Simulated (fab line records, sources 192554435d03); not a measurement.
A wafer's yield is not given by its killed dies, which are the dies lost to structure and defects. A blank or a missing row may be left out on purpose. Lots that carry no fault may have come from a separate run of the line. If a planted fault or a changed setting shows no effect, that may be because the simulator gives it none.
Split-lot experiment || flow n5-finfet || 7 lots, 39 wafers read, on a route of 1938 steps

== ON THE SPLIT ==
At N5_BEOL_M11_VIA_ETCH_34 (etches SiCOH lowk in C4F6/O2, target depth 184.5 nm, time 69.2 s), the setting target-depth-a was moved away from the recipe's 1845 angstrom on 12 of the 39 wafers read, by -55.9% to +58.0%. The other wafers ran this setting at the recipe's value.

The split's own step is where the reading is taken.

== THE READING ==
SOC_of_BEOL_M11_COAT_63.thk-nm (the simulator's own value, which no gauge read), in nm, at N5_BEOL_M11_VIA_ETCH_34 (etches SiCOH lowk in C4F6/O2, target depth 184.5 nm, time 69.2 s). There is no usual value for it anywhere in the file. Here, 27 wafers ran the recipe; their average is 91.8 nm with a standard deviation of 0.34 nm.

{"wafer": "L074.1", "tool, chamber at the split": "rie-diel-06, 0", "target-depth-a as run, angstrom": 1845, "against the recipe": "recipe", "SOC_of_BEOL_M11_COAT_63.thk-nm, nm": 91.8, "against lot-mates on the recipe": "-"}
{"wafer": "L074.2", "tool, chamber at the split": "rie-diel-06, 3", "target-depth-a as run, angstrom": 1845, "against the recipe": "recipe", "SOC_of_BEOL_M11_COAT_63.thk-nm, nm": 92.2, "against lot-mates on the recipe": "-"}
{"wafer": "L074.3", "tool, chamber at the split": "rie-diel-06, 2", "target-depth-a as run, angstrom": 1845, "against the recipe": "recipe", "SOC_of_BEOL_M11_COAT_63.thk-nm, nm": 92.2, "against lot-mates on the recipe": "-"}
{"wafer": "L074.4", "tool, chamber at the split": "rie-diel-06, 1", "target-depth-a as run, angstrom": 1845, "against the recipe": "recipe", "SOC_of_BEOL_M11_COAT_63.thk-nm, nm": 92.2, "against lot-mates on the recipe": "-"}
{"wafer": "L074.5", "tool, chamber at the split": "rie-diel-06, 0", "target-depth-a as run, angstrom": 1845, "against the recipe": "recipe", "SOC_of_BEOL_M11_COAT_63.thk-nm, nm": 92, "against lot-mates on the recipe": "-"}
{"wafer": "L074.6", "tool, chamber at the split": "rie-diel-06, 1", "target-depth-a as run, angstrom": 1845, "against the recipe": "recipe", "SOC_of_BEOL_M11_COAT_63.thk-nm, nm": 91.6, "against lot-mates on the recipe": "-"}
{"wafer": "L081.1", "tool, chamber at the split": "rie-diel-03, 3", "target-depth-a as run, angstrom": 1845, "against the recipe": "recipe", "SOC_of_BEOL_M11_COAT_63.thk-nm, nm": 91.6, "against lot-mates on the recipe": "-"}
{"wafer": "L081.2", "tool, chamber at the split": "rie-diel-03, 0", "target-depth-a as run, angstrom": 1845, "against the recipe": "recipe", "SOC_of_BEOL_M11_COAT_63.thk-nm, nm": 91.4, "against lot-mates on the recipe": "-"}
{"wafer": "L081.3", "tool, chamber at the split": "rie-diel-03, 2", "target-depth-a as run, angstrom": 1845, "against the recipe": "recipe", "SOC_of_BEOL_M11_COAT_63.thk-nm, nm": 91.2, "against lot-mates on the recipe": "-"}
{"wafer": "L081.4", "tool, chamber at the split": "rie-diel-03, 1", "target-depth-a as run, angstrom": 1845, "against the recipe": "recipe", "SOC_of_BEOL_M11_COAT_63.thk-nm, nm": 91.8, "against lot-mates on the recipe": "-"}
{"wafer": "L081.5", "tool, chamber at the split": "rie-diel-03, 1", "target-depth-a as run, angstrom": 1845, "against the recipe": "recipe", "SOC_of_BEOL_M11_COAT_63.thk-nm, nm": 92, "against lot-mates on the recipe": "-"}
{"wafer": "L081.6", "tool, chamber at the split": "rie-diel-03, 2", "target-depth-a as run, angstrom": 1845, "against the recipe": "recipe", "SOC_of_BEOL_M11_COAT_63.thk-nm, nm": 91.4, "against lot-mates on the recipe": "-"}
{"wafer": "L083.1", "tool, chamber at the split": "rie-diel-06, 1", "target-depth-a as run, angstrom": 1845, "against the recipe": "recipe", "SOC_of_BEOL_M11_COAT_63.thk-nm, nm": 91.4, "against lot-mates on the recipe": "-"}
{"wafer": "L083.4", "tool, chamber at the split": "rie-diel-06, 2", "target-depth-a as run, angstrom": 1845, "against the recipe": "recipe", "SOC_of_BEOL_M11_COAT_63.thk-nm, nm": 91.6, "against lot-mates on the recipe": "-"}
{"wafer": "L083.5", "tool, chamber at the split": "rie-diel-06, 3", "target-depth-a as run, angstrom": 1845, "against the recipe": "recipe", "SOC_of_BEOL_M11_COAT_63.thk-nm, nm": 91.4, "against lot-mates on the recipe": "-"}
{"wafer": "L084.1", "tool, chamber at the split": "rie-diel-03, 0", "target-depth-a as run, angstrom": 813.8, "against the recipe": "-55.9%", "SOC_of_BEOL_M11_COAT_63.thk-nm, nm": 96.2, "against lot-mates on the recipe": "+4.5"}
{"wafer": "L084.2", "tool, chamber at the split": "rie-diel-03, 2", "target-depth-a as run, angstrom": 1845, "against the recipe": "recipe", "SOC_of_BEOL_M11_COAT_63.thk-nm, nm": 91.6, "against lot-mates on the recipe": "-"}
{"wafer": "L084.3", "tool, chamber at the split": "rie-diel-03, 3", "target-depth-a as run, angstrom": 1845, "against the recipe": "recipe", "SOC_of_BEOL_M11_COAT_63.thk-nm, nm": 91.8, "against lot-mates on the recipe": "-"}
{"wafer": "L084.4", "tool, chamber at the split": "rie-diel-03, 1", "target-depth-a as run, angstrom": 1845, "against the recipe": "recipe", "SOC_of_BEOL_M11_COAT_63.thk-nm, nm": 91.8, "against lot-mates on the recipe": "-"}
{"wafer": "L084.5", "tool, chamber at the split": "rie-diel-03, 0", "target-depth-a as run, angstrom": 813.8, "against the recipe": "-55.9%", "SOC_of_BEOL_M11_COAT_63.thk-nm, nm": 96.4, "against lot-mates on the recipe": "+4.7"}
{"wafer": "L084.6", "tool, chamber at the split": "rie-diel-03, 3", "target-depth-a as run, angstrom": 813.8, "against the recipe": "-55.9%", "SOC_of_BEOL_M11_COAT_63.thk-nm, nm": 96.2, "against lot-mates on the recipe": "+4.5"}
{"wafer": "L085.1", "tool, chamber at the split": "rie-diel-06, 0", "target-depth-a as run, angstrom": 1845, "against the recipe": "recipe", "SOC_of_BEOL_M11_COAT_63.thk-nm, nm": 91.8, "against lot-mates on the recipe": "-"}
{"wafer": "L085.2", "tool, chamber at the split": "rie-diel-06, 1", "target-depth-a as run, angstrom": 1057, "against the recipe": "-42.7%", "SOC_of_BEOL_M11_COAT_63.thk-nm, nm": 95.2, "against lot-mates on the recipe": "+3.3"}
{"wafer": "L085.3", "tool, chamber at the split": "rie-diel-06, 2", "target-depth-a as run, angstrom": 1845, "against the recipe": "recipe", "SOC_of_BEOL_M11_COAT_63.thk-nm, nm": 91.6, "against lot-mates on the recipe": "-"}
{"wafer": "L085.4", "tool, chamber at the split": "rie-diel-06, 3", "target-depth-a as run, angstrom": 1057, "against the recipe": "-42.7%", "SOC_of_BEOL_M11_COAT_63.thk-nm, nm": 95.4, "against lot-mates on the recipe": "+3.5"}
{"wafer": "L085.5", "tool, chamber at the split": "rie-diel-06, 0", "target-depth-a as run, angstrom": 1057, "against the recipe": "-42.7%", "SOC_of_BEOL_M11_COAT_63.thk-nm, nm": 95.4, "against lot-mates on the recipe": "+3.5"}
{"wafer": "L085.6", "tool, chamber at the split": "rie-diel-06, 1", "target-depth-a as run, angstrom": 1845, "against the recipe": "recipe", "SOC_of_BEOL_M11_COAT_63.thk-nm, nm": 92.2, "against lot-mates on the recipe": "-"}
{"wafer": "L088.1", "tool, chamber at the split": "rie-diel-04, 1", "target-depth-a as run, angstrom": 1845, "against the recipe": "recipe", "SOC_of_BEOL_M11_COAT_63.thk-nm, nm": 91.8, "against lot-mates on the recipe": "-"}
{"wafer": "L088.2", "tool, chamber at the split": "rie-diel-04, 0", "target-depth-a as run, angstrom": 2916, "against the recipe": "+58.0%", "SOC_of_BEOL_M11_COAT_63.thk-nm, nm": 86.8, "against lot-mates on the recipe": -4.9}
{"wafer": "L088.3", "tool, chamber at the split": "rie-diel-04, 3", "target-depth-a as run, angstrom": 2916, "against the recipe": "+58.0%", "SOC_of_BEOL_M11_COAT_63.thk-nm, nm": 86.8, "against lot-mates on the recipe": -4.9}
{"wafer": "L088.4", "tool, chamber at the split": "rie-diel-04, 2", "target-depth-a as run, angstrom": 1845, "against the recipe": "recipe", "SOC_of_BEOL_M11_COAT_63.thk-nm, nm": 91.8, "against lot-mates on the recipe": "-"}
{"wafer": "L088.5", "tool, chamber at the split": "rie-diel-04, 3", "target-depth-a as run, angstrom": 2916, "against the recipe": "+58.0%", "SOC_of_BEOL_M11_COAT_63.thk-nm, nm": 86.8, "against lot-mates on the recipe": -4.9}
{"wafer": "L088.6", "tool, chamber at the split": "rie-diel-04, 2", "target-depth-a as run, angstrom": 1845, "against the recipe": "recipe", "SOC_of_BEOL_M11_COAT_63.thk-nm, nm": 91.6, "against lot-mates on the recipe": "-"}
{"wafer": "L091.1", "tool, chamber at the split": "rie-diel-06, 3", "target-depth-a as run, angstrom": 2170, "against the recipe": "+17.6%", "SOC_of_BEOL_M11_COAT_63.thk-nm, nm": 91.2, "against lot-mates on the recipe": -1.2}
{"wafer": "L091.2", "tool, chamber at the split": "rie-diel-06, 0", "target-depth-a as run, angstrom": 1845, "against the recipe": "recipe", "SOC_of_BEOL_M11_COAT_63.thk-nm, nm": 92.6, "against lot-mates on the recipe": "-"}
{"wafer": "L091.3", "tool, chamber at the split": "rie-diel-06, 2", "target-depth-a as run, angstrom": 2170, "against the recipe": "+17.6%", "SOC_of_BEOL_M11_COAT_63.thk-nm, nm": 91, "against lot-mates on the recipe": -1.4}
{"wafer": "L091.4", "tool, chamber at the split": "rie-diel-06, 1", "target-depth-a as run, angstrom": 1845, "against the recipe": "recipe", "SOC_of_BEOL_M11_COAT_63.thk-nm, nm": 92.4, "against lot-mates on the recipe": "-"}
{"wafer": "L091.5", "tool, chamber at the split": "rie-diel-06, 1", "target-depth-a as run, angstrom": 1845, "against the recipe": "recipe", "SOC_of_BEOL_M11_COAT_63.thk-nm, nm": 92.2, "against lot-mates on the recipe": "-"}
{"wafer": "L091.6", "tool, chamber at the split": "rie-diel-06, 0", "target-depth-a as run, angstrom": 2170, "against the recipe": "+17.6%", "SOC_of_BEOL_M11_COAT_63.thk-nm, nm": 91.2, "against lot-mates on the recipe": -1.2}

FIT RESULTS
A straight line over all 39 wafers: SOC_of_BEOL_M11_COAT_63.thk-nm changes by -0.0813 nm for each +1% of target-depth-a; r = -0.99; the points scatter about the line by 0.37 nm.
The same after taking each lot's own level away (the mean of its wafers on the recipe; 39 wafers): -0.0823 nm for each +1%; r = -1.00; scatter 0.19 nm.
That fit puts the effect of the largest move of target-depth-a on the reading at 4.8 nm.
The span of the lots' own levels, 91.47 to 92.40 nm, comes to 2.7 times the standard deviation stated above.
The two slopes agree, so the slope changes little with the lot-to-lot level.
Check: -4.76 nm against its lot-mates is what the line predicts for one of the wafers moved furthest among these (+58.0%) when that wafer is left out of the fit. It came out at -4.93 nm against them.

== OTHER SPLITS APPLIED TO THESE WAFERS ==
Note: prior to the reading, these wafers also went through further splits. Each is held against what the fit with the lots' levels taken away leaves over:
{"other split on the same wafers": "N5_BEOL_M10_ILD_DEP_00 time-s", "wafers away from the commonest value": 18, "r with SOC_of_BEOL_M11_COAT_63.thk-nm (lot level and that fit taken away)": -0.13}

== THE WHOLE CHAIN: every reading that the file lists as answering this split, in the file's order ==
{"step": "N5_BEOL_M11_VIA_ETCH_34", "what it does": "etches SiCOH lowk in C4F6/O2, target depth 184.5 nm, time 69.2 s", "reading": "etch.depth-nm (the simulator's own value, which no gauge read)", "change (the file's fit)": "+1.81 nm for each +1% of the setting", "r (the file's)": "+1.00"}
{"step": "N5_BEOL_M11_VIA_ETCH_34", "what it does": "etches SiCOH lowk in C4F6/O2, target depth 184.5 nm, time 69.2 s", "reading": "SOC_of_BEOL_M11_COAT_63.thk-nm (the simulator's own value, which no gauge read)", "change (the file's fit)": "-0.0823 nm for each +1% of the setting", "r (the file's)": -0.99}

== FILE'S OWN FIT ==
SOC_of_BEOL_M11_COAT_63.thk-nm changes by -0.0823 nm for each +1% of target-depth-a, r = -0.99.
